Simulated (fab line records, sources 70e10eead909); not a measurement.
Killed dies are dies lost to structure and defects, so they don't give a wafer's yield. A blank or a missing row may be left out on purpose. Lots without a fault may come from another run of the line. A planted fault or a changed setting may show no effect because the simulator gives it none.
Which tool did it? | flow nand_harc | 11 lots, 33 wafers sampled, at 6 steps of a route of 1159

WHAT THE GAUGES READ, wafer by wafer
NHARC_P_GATE_CD_MEAS_59: target cd 720 nm. Usual: cd_nm 719.5 nm, standard deviation 1.9.
lot  | measured     | on        | cd_nm (nm)        | flag
L438 | day 5 07:49  | cd_sem-02 | 722.0 721.4 717.0 |
L441 | day 5 18:17  | cd_sem-03 | 693.9 693.3 696.3 | OFF
L442 | day 6 04:13  | cd_sem-01 | 722.1 718.9 719.6 |
L443 | day 6 20:01  | cd_sem-02 | 718.4 722.1 718.6 |
L451 | day 8 10:21  | cd_sem-02 | 721.5 718.7 719.9 |
L454 | day 9 16:14  | cd_sem-02 | 720.6 719.3 720.4 |
L455 | day 9 19:47  | cd_sem-03 | 718.0 720.3 720.9 |
L456 | day 9 19:28  | cd_sem-01 | 719.8 717.1 718.1 |
L457 | day 10 04:05 | cd_sem-02 | 717.5 719.2 719.7 |
L458 | day 10 04:20 | cd_sem-03 | 723.7 722.2 719.2 |
L461 | day 10 21:58 | cd_sem-03 | 719.3 720.8 722.1 |

NHARC_END_SORT_01. Usual: killed_at_array 27, standard deviation 11; killed_at_other 0.6, standard deviation 1; killed_at_periphery 3.0, standard deviation 2.1; killed_dies 31, standard deviation 12; killed_open 3.2, standard deviation 1.7; killed_short 1.7, standard deviation 1.4.
lot  | measured     | on        | killed_at_array | killed_at_other | killed_at_periphery | killed_dies | killed_open | killed_short | flag
L455 | day 23 22:05 | prober-02 | 19 19 10        | 1 2 0           | 4 5 10              | 24 26 20    | 2 2 3       | 2 3 1        |

WHICH TOOL RAN EACH LOT (tool, then ch and the chambers of the sampled wafers, then the start)
lot  | NHARC_P_GATE_HM_OPEN_105                      | NHARC_P_GATE_ETCH_114                         | NHARC_P_GATE_DESCUM_48             | NHARC_P_GATE_EXPOSE_56
L438 | rie_diel-12 ch 0,2, day 5 06:20 or earlier    | rie_diel-12 ch 0,2,3, day 5 06:20 or earlier  | rie_diel-01 ch 0,2,3, day 5 06:20  | krf_scanner-02 ch 0, day 5 07:40
L441 | rie_diel-12 ch 0,1, day 5 16:40 or earlier    | rie_diel-12 ch 0,1, day 5 16:40 or earlier    | rie_diel-01 ch 1,2,3, day 5 16:40  | krf_scanner-02 ch 0, day 5 18:07
L442 | rie_diel-12 ch 0,1,3, day 6 02:45 or earlier  | rie_diel-12 ch 0,1,2, day 6 02:45 or earlier  | rie_diel-02 ch 1,2,3, day 6 02:45  | krf_scanner-02 ch 0, day 6 04:04
L443 | rie_diel-12 ch 0,1, day 6 17:29 or earlier    | rie_diel-12 ch 1,2, day 6 17:29 or earlier    | rie_diel-12 ch 0,1,2, day 6 17:29  | krf_scanner-03 ch 0, day 6 19:52
L451 | rie_diel-01 ch 0,2, day 8 08:48 or earlier    | rie_diel-01 ch 0,3, day 8 08:48 or earlier    | rie_diel-01 ch 0,1,3, day 8 08:48  | krf_scanner-02 ch 0, day 8 10:11
L454 | rie_diel-12 ch 0,1, day 9 14:37 or earlier    | rie_diel-12 ch 1,2, day 9 14:37 or earlier    | rie_diel-01 ch 0,1,2, day 9 14:37  | krf_scanner-01 ch 0, day 9 16:05
L455 | rie_diel-01 ch 0,1,2, day 9 18:11 or earlier  | rie_diel-01 ch 0,1,3, day 9 18:11 or earlier  | rie_diel-01 ch 0,1, day 9 18:11    | krf_scanner-03 ch 0, day 9 19:38
L456 | rie_diel-01 ch 0,1,3, day 9 18:01 or earlier  | rie_diel-01 ch 0,1,3, day 9 18:01 or earlier  | rie_diel-02 ch 0,2,3, day 9 18:01  | krf_scanner-01 ch 0, day 9 19:19
L457 | rie_diel-01 ch 0,1,2, day 10 02:29 or earlier | rie_diel-01 ch 0,1,2, day 10 02:29 or earlier | rie_diel-12 ch 0,1, day 10 02:29   | krf_scanner-02 ch 0, day 10 03:56
L458 | rie_diel-01 ch 0,1,2, day 10 02:43 or earlier | rie_diel-01 ch 0,1,2, day 10 02:43 or earlier | rie_diel-01 ch 0,2,3, day 10 02:43 | krf_scanner-01 ch 0, day 10 04:11
L461 | rie_diel-01 ch 1,2,3, day 10 20:22 or earlier | rie_diel-01 ch 0,1,3, day 10 20:22 or earlier | rie_diel-01 ch 0,1,3, day 10 20:22 | krf_scanner-02 ch 0, day 10 21:49
- NHARC_P_GATE_HM_OPEN_105: chemistry O2/COS, target depth 360 nm.
- NHARC_P_GATE_ETCH_114: etches the open film in CF4/O2, target depth 30 nm, overetch 3 nm, time 16.5 s.
- NHARC_P_GATE_DESCUM_48: chemistry O2, time 3 s.
- NHARC_P_GATE_EXPOSE_56: exposes mask P PSD, target cd 720 nm.

WHAT THE TOOLS THEMSELVES READ (means of the sampled wafers that have a number; where no wafer has one, the mark that the record gives instead)
NHARC_P_GATE_HM_OPEN_105. Usual: drypump_motor_current_A 5.8 A, standard deviation 0.55; oes_product_au 1.001 a.u., standard deviation 0.0094; rf_vpp_V 467.0 V, standard deviation 2; showerhead_plenum_p_Torr 3.11 Torr, standard deviation 0.095; throttle_valve_pct 28.329 %, standard deviation 0.0093.
lot  | tool        | drypump_motor_current_A (A) | oes_product_au (a.u.) | rf_vpp_V (V) | showerhead_plenum_p_Torr (Torr) | throttle_valve_pct (%) | flag
L438 | rie_diel-12 | 6.0                         | 0.995                 | 465.3        | 3.05                            | 28.333                 |
L441 | rie_diel-12 | 5.8                         | 1.004                 | 468.2        | 3.18                            | 28.327                 |
L442 | rie_diel-12 | 6.0                         | 0.992                 | 467.6        | 3.13                            | 28.334                 |
L443 | rie_diel-12 | 6.3                         | 1.004                 | 467.2        | 3.14                            | 28.337                 |
L451 | rie_diel-01 | 5.5                         | 0.994                 | 466.5        | 3.09                            | 28.321                 |
L454 | rie_diel-12 | 6.3                         | 0.998                 | 468.0        | 3.13                            | 28.317                 |
L455 | rie_diel-01 | 5.4                         | 1.000                 | 467.5        | 3.14                            | 28.326                 |
L456 | rie_diel-01 | 5.8                         | 0.996                 | 468.2        | 3.14                            | 28.336                 |
L457 | rie_diel-01 | 5.4                         | 1.010                 | 467.3        | 3.14                            | 28.327                 |
L458 | rie_diel-01 | 5.4                         | 1.012                 | 467.7        | 3.14                            | 28.329                 |
L461 | rie_diel-01 | 5.6                         | 1.000                 | 467.0        | 3.11                            | 28.325                 |

NHARC_P_GATE_ETCH_114. Usual: drypump_motor_current_A 5.8 A, standard deviation 0.52; oes_product_au 1.001 a.u., standard deviation 0.0091; rf_vpp_V 197.7 V, standard deviation 1.1; showerhead_plenum_p_Torr 1.33 Torr, standard deviation 0.042; throttle_valve_pct 13.397 %, standard deviation 0.0086.
lot  | tool        | drypump_motor_current_A (A) | oes_product_au (a.u.) | rf_vpp_V (V) | showerhead_plenum_p_Torr (Torr) | throttle_valve_pct (%) | flag
L438 | rie_diel-12 | 6.1                         | 0.993                 | 197.3        | 1.31                            | 13.395                 |
L441 | rie_diel-12 | 5.8                         | 1.002                 | 198.1        | 1.36                            | 13.394                 |
L442 | rie_diel-12 | 5.8                         | 1.001                 | 197.8        | 1.33                            | 13.401                 |
L443 | rie_diel-12 | 5.4                         | 1.010                 | 197.4        | 1.35                            | 13.398                 |
L451 | rie_diel-01 | 6.0                         | 0.994                 | 197.1        | 1.31                            | 13.392                 |
L454 | rie_diel-12 | 5.4                         | 1.005                 | 197.7        | 1.34                            | 13.390                 |
L455 | rie_diel-01 | 5.7                         | 1.003                 | 197.8        | 1.34                            | 13.396                 |
L456 | rie_diel-01 | 5.7                         | 1.011                 | 198.2        | 1.34                            | 13.396                 |
L457 | rie_diel-01 | 5.4                         | 1.010                 | 198.3        | 1.34                            | 13.397                 |
L458 | rie_diel-01 | 5.4                         | 1.004                 | 197.3        | 1.34                            | 13.391                 |
L461 | rie_diel-01 | 5.8                         | 1.002                 | 197.6        | 1.34                            | 13.396                 |

NHARC_P_GATE_DESCUM_48. Usual: drypump_motor_current_A 5.7 A, standard deviation 0.51; oes_product_au 1.000 a.u., standard deviation 0.0082; rf_vpp_V 57.7 V, standard deviation 0.91; showerhead_plenum_p_Torr 1.91 Torr, standard deviation 0.061; throttle_valve_pct 11.312 %, standard deviation 0.0092.
lot  | tool        | drypump_motor_current_A (A) | oes_product_au (a.u.) | rf_vpp_V (V) | showerhead_plenum_p_Torr (Torr) | throttle_valve_pct (%) | flag
L438 | rie_diel-01 | 5.6                         | 1.006                 | 58.0         | 1.88                            | 11.315                 |
L441 | rie_diel-01 | 5.6                         | 1.005                 | 56.9         | 1.91                            | 11.310                 |
L442 | rie_diel-02 | 6.1                         | 1.006                 | 57.4         | 1.89                            | 11.314                 |
L443 | rie_diel-12 | 5.9                         | 1.000                 | 57.5         | 1.90                            | 11.312                 |
L451 | rie_diel-01 | 5.7                         | 0.992                 | 57.4         | 1.93                            | 11.313                 |
L454 | rie_diel-01 | 5.4                         | 1.006                 | 57.6         | 1.92                            | 11.303                 |
L455 | rie_diel-01 | 5.5                         | 0.996                 | 57.9         | 1.97                            | 11.318                 |
L456 | rie_diel-02 | 6.0                         | 0.990                 | 58.2         | 1.88                            | 11.310                 |
L457 | rie_diel-12 | 6.2                         | 0.996                 | 58.1         | 1.91                            | 11.307                 |
L458 | rie_diel-01 | 5.7                         | 0.998                 | 57.1         | 1.87                            | 11.317                 |
L461 | rie_diel-01 | 5.8                         | 1.005                 | 57.8         | 1.92                            | 11.316                 |

THE ANSWER, worked out from the rows above alone
Rule: a lot is off if the mean of its wafers that have a number lies more than 3 standard deviations from the usual mean. A lot without any number at a reading at which 4 lots or more have one is off too. The other lots that the step has rows for count as sound. The gauges are gone through in route order, then the tools' own readings, and for those a lot's mean is taken as printed above. The first step at which some lot is off is used, and at that step the reading that is off furthest; a lot without a number counts as furthest.
Off: L441, at NHARC_P_GATE_CD_MEAS_59 (cd_nm).
A tool fits if, at a process step before that reading, it ran every lot that is off, and no sound lot after the first of them. The gauges at NHARC_P_GATE_CD_MEAS_59 are tried like those tools. NHARC_P_GATE_HM_OPEN_105 gives no start for some lots, so the hours and the order of its lots are those of NHARC_P_GATE_DESCUM_48. NHARC_P_GATE_ETCH_114 gives no start for some lots, so the hours and the order of its lots are those of NHARC_P_GATE_DESCUM_48. None of those tried fits.

WHAT THE SIMULATOR HAD PUT IN
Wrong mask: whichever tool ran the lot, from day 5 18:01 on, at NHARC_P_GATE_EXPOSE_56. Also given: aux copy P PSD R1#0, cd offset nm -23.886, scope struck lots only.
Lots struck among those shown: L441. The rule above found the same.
